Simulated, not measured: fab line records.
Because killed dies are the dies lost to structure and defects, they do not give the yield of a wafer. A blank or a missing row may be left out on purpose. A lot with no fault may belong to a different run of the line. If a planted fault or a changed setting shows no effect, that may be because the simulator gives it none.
fab line records ; flow nandHarc
record lots=13; wafers=39; lastDay=33
route steps=1302 shown A_CHANNEL_HOLE_D1@488 A_ONON_D2@558 A_CHANNEL_HOLE_D2@582 END@1302
lots untouched by any fault: they come from a run of this same line in which no faults occurred
startH: hours from the record's first day to the start of the lot's first wafer shown ; waitH: hours elapsed since this lot's preceding step ; " as in the row above ; L1.1+2: a single row standing in for several wafers ; - no value present, or no start provided ; * or withheld: withheld ; < > ~ a bound
route shown NAME@n: NAME is a module with steps in the file, n the number in the route of the first one ; usual: mean/standard deviation of fault-free wafers ; same: alike in all rows ; chamber/n: place in a boat ; sites: each site's reading ; _std_site: the values' standard deviation ; _edge_site: the outer-site mean with the inner-site mean subtracted ; radiusMm: how far each site lies from the wafer's centre ; mask NAME#n: copy n ; behind: the last tool/chamber to shape the wafer ; hold: cause of the lot's hold/its duration in hours/its outcome ; device: which transistor (n, p or np) failed to switch ; end of line: at the end of the route, the tests of the same wafers ; a step with no rows: only its recipe ; killed: not the wafer's yield, but the dies lost to structure and defects at the first sort ; map: dies across one wafer; x = killed, . = not, _ = none there
set.NAME: the setting the step ran with; set.NAME@STEP: the setting that earlier step ran with ; model.NAME: the simulator's own value behind a step, which no gauge read
the route's steps for a sample of lots (tables are steps, rows are wafers)
services: from which hour (startH, from the record's first day; less than 0 if before it) a tool's chamber was out of use, for how many hours, and why
## steps
# step NHARC_A_CHANNEL_HOLE_D1_XSEM_31
# recipe landingEnergyEv=35000
# usual botCdNm=74.3/1.2; bowNm=8.61/0.27; tiltDeg=0.07/0.039
lot.wafer;tool;chamber;startH;waitH;botCdNm;bowNm;tiltDeg
L523.1;xsem-01;0;207.06;0.1;73.4;8.49;0.05
L523.4;xsem-01;0;207.06;0.1;74.8;8.54;0.05
L523.6;xsem-01;0;207.06;0.1;74.1;8.58;0.05
L524.1;xsem-02;0;217.47;0.1;75.5;8.25;-0.01
L524.3;xsem-02;0;217.47;0.1;74.4;8.26;-0.01
L524.6;xsem-02;0;217.47;0.1;73.0;8.23;-0.01
L525.3;xsem-01;0;226.02;0.1;73.9;8.76;0.02
L525.4;xsem-01;0;226.02;0.1;75.4;8.65;0.02
L525.5;xsem-01;0;226.02;0.1;74.1;8.69;0.02
L527.1;xsem-01;0;249.78;0.1;75.7;8.19;0.06
L527.2;xsem-01;0;249.78;0.1;73.3;8.09;0.06
L527.3;xsem-01;0;249.78;0.1;75.4;8.12;0.07
L526.3;xsem-02;0;251.36;0.1;73.7;9.16;0.07
L526.4;xsem-02;0;251.36;0.1;75.3;9.17;0.06
L526.6;xsem-02;0;251.36;0.1;73.4;9.09;0.07
L528.2;xsem-01;0;254.11;0.1;73.2;8.45;0.14
L528.3;xsem-01;0;254.11;0.1;74.2;8.54;0.14
L528.6;xsem-01;0;254.11;0.1;73.3;8.50;0.14
L531.1;xsem-02;0;295.36;0.1;71.6;8.79;0.10
L531.2;xsem-02;0;295.36;0.1;71.3;8.76;0.10
L531.5;xsem-02;0;295.36;0.1;71.6;8.80;0.10
L532.1;xsem-01;0;295.90;0.1;75.6;8.43;0.10
L532.3;xsem-01;0;295.90;0.1;74.6;8.50;0.10
L532.4;xsem-01;0;295.90;0.1;75.5;8.39;0.10
L533.2;xsem-01;0;302.67;0.1;71.8;8.65;0.06
L533.3;xsem-01;0;302.67;0.1;76.1;8.63;0.06
L533.5;xsem-01;0;302.67;0.1;74.8;8.70;0.06
L535.1;xsem-01;0;339.05;0.1;75.5;8.56;0.08
L535.2;xsem-01;0;339.05;0.1;74.7;8.48;0.08
L535.6;xsem-01;0;339.05;0.1;73.8;8.52;0.08
L536.2;xsem-01;0;343.75;0.1;75.1;9.17;0.11
L536.5;xsem-01;0;343.75;0.1;73.3;9.15;0.11
L536.6;xsem-01;0;343.75;0.1;73.8;9.13;0.11
L543.1;xsem-01;0;406.43;0.1;74.0;8.31;0.11
L543.2;xsem-01;0;406.43;0.1;73.7;8.22;0.11
L543.6;xsem-01;0;406.43;0.1;73.7;8.29;0.11
L544.1;xsem-02;0;414.15;0.1;74.9;8.77;0.10
L544.2;xsem-02;0;414.15;0.1;76.3;8.74;0.10
L544.5;xsem-02;0;414.15;0.1;76.8;8.74;0.10
# step NHARC_A_ONON_D2_DEP_19
# recipe targetThkA=10000; n2FlowSccm=2750; n2oFlowSccm=2000; nh3FlowSccm=500; sih4FlowSccm=210; tempC=400
# usual nh3FlowSccm=499.6/1.5
lot.wafer;tool;chamber;startH;waitH;nh3FlowSccm
L523.1;pecvdOnon-02;0;307.24;0.1;499.4
L523.4;pecvdOnon-02;0;307.24;0.1;500.0
L523.6;pecvdOnon-02;0;307.24;0.1;500.6
L524.1;pecvdOnon-02;0;313.44;0.1;498.6
L524.3;pecvdOnon-02;0;313.44;0.1;499.9
L524.6;pecvdOnon-02;0;313.44;0.1;499.6
L525.3;pecvdOnon-04;0;325.08;0.2;499.9
L525.4;pecvdOnon-04;0;325.08;0.2;498.3
L525.5;pecvdOnon-04;0;325.08;0.2;501.6
L527.1;pecvdOnon-02;0;351.06;0.1;499.0
L527.2;pecvdOnon-02;0;351.06;0.1;498.9
L527.3;pecvdOnon-02;0;351.06;0.1;499.2
L526.3;pecvdOnon-04;0;351.17;0.2;500.2
L526.4;pecvdOnon-04;0;351.17;0.2;498.0
L526.6;pecvdOnon-04;0;351.17;0.2;498.6
L528.2;pecvdOnon-02;0;362.56;0.1;497.6
L528.3;pecvdOnon-02;0;362.56;0.1;502.2
L528.6;pecvdOnon-02;0;362.56;0.1;500.4
L531.1;pecvdOnon-02;0;392.71;0.1;499.6
L531.2;pecvdOnon-02;0;392.71;0.1;498.7
L531.5;pecvdOnon-02;0;392.71;0.1;500.7
L532.1;pecvdOnon-04;0;392.72;0.1;500.6
L532.3;pecvdOnon-04;0;392.72;0.1;500.8
L532.4;pecvdOnon-04;0;392.72;0.1;501.8
L533.2;pecvdOnon-01;0;406.55;0.1;500.3
L533.3;pecvdOnon-01;0;406.55;0.1;497.9
L533.5;pecvdOnon-01;0;406.55;0.1;500.9
L535.1;pecvdOnon-04;0;433.52;0.1;498.3
L535.2;pecvdOnon-04;0;433.52;0.1;497.7
L535.6;pecvdOnon-04;0;433.52;0.1;497.2
L536.2;pecvdOnon-02;0;433.56;0.1;500.4
L536.5;pecvdOnon-02;0;433.56;0.1;498.2
L536.6;pecvdOnon-02;0;433.56;0.1;499.7
L543.1;pecvdOnon-01;0;501.35;0.2;499.6
L543.2;pecvdOnon-01;0;501.35;0.2;497.8
L543.6;pecvdOnon-01;0;501.35;0.2;499.8
L544.1;pecvdOnon-02;0;508.87;0.1;500.0
L544.2;pecvdOnon-02;0;508.87;0.1;500.9
L544.5;pecvdOnon-02;0;508.87;0.1;500.2
# step NHARC_A_ONON_D2_THK_MEAS_21
# recipe thkMeasGauge=ellipsometry
# usual thkNm=1002/10
lot.wafer;tool;chamber;startH;waitH;thkNm
L523.1;filmMetro-01;-;307.75;-;1003
L523.4;filmMetro-01;-;307.75;-;1004
L523.6;filmMetro-01;-;307.75;-;1004
L524.1;filmMetro-02;-;313.96;-;1008
L524.3;filmMetro-02;-;313.96;-;1008
L524.6;filmMetro-02;-;313.96;-;1007
L525.3;filmMetro-01;-;325.47;-;990
L525.4;filmMetro-01;-;325.47;-;992
L525.5;filmMetro-01;-;325.47;-;992
L526.3;filmMetro-01;-;351.57;-;994
L526.4;filmMetro-01;-;351.57;-;993
L526.6;filmMetro-01;-;351.57;-;992
L527.1;filmMetro-02;-;351.57;-;1009
L527.2;filmMetro-02;-;351.57;-;1010
L527.3;filmMetro-02;-;351.57;-;1010
L528.2;filmMetro-01;-;363.00;-;987
L528.3;filmMetro-01;-;363.00;-;985
L528.6;filmMetro-01;-;363.00;-;986
L531.1;filmMetro-02;-;393.22;-;1004
L531.2;filmMetro-02;-;393.22;-;1003
L531.5;filmMetro-02;-;393.22;-;1004
L532.1;filmMetro-01;-;393.24;-;1004
L532.3;filmMetro-01;-;393.24;-;1003
L532.4;filmMetro-01;-;393.24;-;1003
L533.2;filmMetro-02;-;407.00;-;1014
L533.3;filmMetro-02;-;407.00;-;1011
L533.5;filmMetro-02;-;407.00;-;1012
L536.2;filmMetro-02;-;434.00;-;988
L536.5;filmMetro-02;-;434.00;-;989
L536.6;filmMetro-02;-;434.00;-;990
L535.1;filmMetro-01;-;434.02;-;1586
L535.2;filmMetro-01;-;434.02;-;1011
L535.6;filmMetro-01;-;434.02;-;1013
L543.1;filmMetro-02;-;501.86;-;1005
L543.2;filmMetro-02;-;501.86;-;1004
L543.6;filmMetro-02;-;501.86;-;1004
L544.1;filmMetro-01;-;509.38;-;989
L544.2;filmMetro-01;-;509.38;-;990
L544.5;filmMetro-01;-;509.38;-;990
# step NHARC_A_CHANNEL_HOLE_D2_CD_MEAS_10
# recipe targetCdNm=100; landingEnergyEv=500
# usual cdNm=99.7/0.48
lot.wafer;tool;chamber;startH;waitH;cdNm
L523.1;cdSem-03;0;312.75;-;99.4
L523.4;cdSem-03;0;312.75;-;98.9
L523.6;cdSem-03;0;312.75;-;99.9
L524.1;cdSem-02;0;318.94;-;100.2
L524.3;cdSem-02;0;318.94;-;99.9
L524.6;cdSem-02;0;318.94;-;100.3
L525.3;cdSem-02;0;330.55;-;99.3
L525.4;cdSem-02;0;330.55;-;99.7
L525.5;cdSem-02;0;330.55;-;98.9
L526.3;cdSem-03;0;356.40;-;99.9
L526.4;cdSem-03;0;356.40;-;99.6
L526.6;cdSem-03;0;356.40;-;99.5
L527.1;cdSem-03;0;357.39;-;99.5
L527.2;cdSem-03;0;357.39;-;100.2
L527.3;cdSem-03;0;357.39;-;99.9
L528.2;cdSem-02;0;367.85;-;99.4
L528.3;cdSem-02;0;367.85;-;98.6
L528.6;cdSem-02;0;367.85;-;98.8
L531.1;cdSem-01;0;399.53;-;99.8
L531.2;cdSem-01;0;399.53;-;99.7
L531.5;cdSem-01;0;399.53;-;100.0
L532.1;cdSem-01;0;400.49;-;99.3
L532.3;cdSem-01;0;400.49;-;99.9
L532.4;cdSem-01;0;400.49;-;99.6
L533.2;cdSem-01;0;411.84;-;99.2
L533.3;cdSem-01;0;411.84;-;99.0
L533.5;cdSem-01;0;411.84;-;99.3
L536.2;cdSem-02;0;438.98;-;99.6
L536.5;cdSem-02;0;438.98;-;99.8
L536.6;cdSem-02;0;438.98;-;100.0
L535.2;cdSem-01;0;440.57;-;100.7
L535.6;cdSem-01;0;440.57;-;100.2
L543.1;cdSem-02;0;510.50;-;100.5
L543.2;cdSem-02;0;510.50;-;99.8
L543.6;cdSem-02;0;510.50;-;100.0
L544.1;cdSem-02;0;515.53;-;100.4
L544.2;cdSem-02;0;515.53;-;100.6
L544.5;cdSem-02;0;515.53;-;100.1
# step NHARC_END_SORT_01
# recipe tempC=25
# usual killedAtArray=46/16; killedAtOther=0.9/1.3; killedAtPeriphery=4.1/3; killedDies=51/17; killedOpen=3.5/1.8; killedShort=2.5/1.8
# same grossDies=677
lot.wafer;tool;chamber;startH;waitH;killedAtArray;killedAtOther;killedAtPeriphery;killedDies;killedOpen;killedShort
L535.1;prober-02;0;705.65;2.5;676;0;1;677;3;2
L535.2;prober-02;0;706.47;2.8;42;0;7;49;6;3
L535.6;prober-02;0;709.72;4.1;52;1;6;59;2;2
# killed by level:class
L535.1 A_ONON_D2:areaDep=615 A_SLIT:chamberFilmFlake=33 A_CHANNEL_HOLE_D1:chamberFilmFlake=8 A_CONTACT:chamberFilmFlake=4 A_BLC:chamberFilmFlake=4 A_ZERO_WELL:chamberFilmFlake=2 A_STAIRCASE:chamberFilmFlake=2 A_WL_FILL:chamberFilmFlake=2
L535.2 A_SLIT:chamberFilmFlake=17 A_CHANNEL_HOLE_D1:chamberFilmFlake=11 A_CONTACT:chamberFilmFlake=5 P_GATE:geometricParticle:open=2 P_BONDPAD:chamberFilmFlake=2 A_ZERO_WELL:chamberFilmFlake=2 A_CHANNEL_FILL_D1:chamberFilmFlake=2 P_GATE:geometricParticle:short=1
L535.6 A_SLIT:chamberFilmFlake=25 A_CHANNEL_HOLE_D1:chamberFilmFlake=9 A_CONTACT:chamberFilmFlake=6 A_STAIRCASE:chamberFilmFlake=4 P_ZERO_WELL:chamberFilmFlake=2 P_BONDPAD:chamberFilmFlake=2 A_CHANNEL_FILL_D1:chamberFilmFlake=2 P_M0:geometricParticle:open=1
## services
tool;chamber;startH;hours;kind
pecvdOnon-02;-;185.00;13.0;pm
pecvdOnon-01;-;269.33;13.0;pm
pecvdOnon-04;-;311.29;13.0;pm
pecvdOnon-02;-;366.00;13.0;pm
xsem-01;-;374.00;14.0;pm
pecvdOnon-01;-;450.42;13.0;pm
pecvdOnon-04;-;492.29;13.0;pm
## key
firstSign step=NHARC_A_ONON_D2_THK_MEAS_21; reading=thkNm; direction=up; sigmas=58; usual=1002; struck=1586
effect step=NHARC_END_SORT_01; reading=killedAtArray; direction=up; sigmas=38; usual=46; struck=676
moreKillsBornAt NHARC_A_ONON_D2_DEP_19@pecvdOnon-04=615
metAt NHARC_A_ONON_D2_DEP_19
struckLots L535
struckWafers L535.1
laterRowsLeftOut L535.1
testerLeftOut L535
notActingAt NHARC_A_CHANNEL_HOLE_D1_XSEM_31,NHARC_A_CHANNEL_HOLE_D2_CD_MEAS_10
onsetBetween 392.72 433.52
fault kind=processParameterDrift; tool=pecvdOnon-04; chamber=-; onsetH=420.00; steps=NHARC_A_ONON_D2_DEP_19; channel=targetThkA; offset=*; shape=step; endH=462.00; scope=struckWafersOnly; actsIn=*; stated=*
# testerLeftOut: of these lots the tester's yield and bins aren't shown, on N5 and GAA mostly nor the transistor test; their killed dies are dies lost to structure and defects alone, not to doping, threshold or leakage, so they don't give the yield
# laterRowsLeftOut: the simulator's readings of these wafers behind a module that went badly wrong aren't trusted and aren't shown, but for the sort
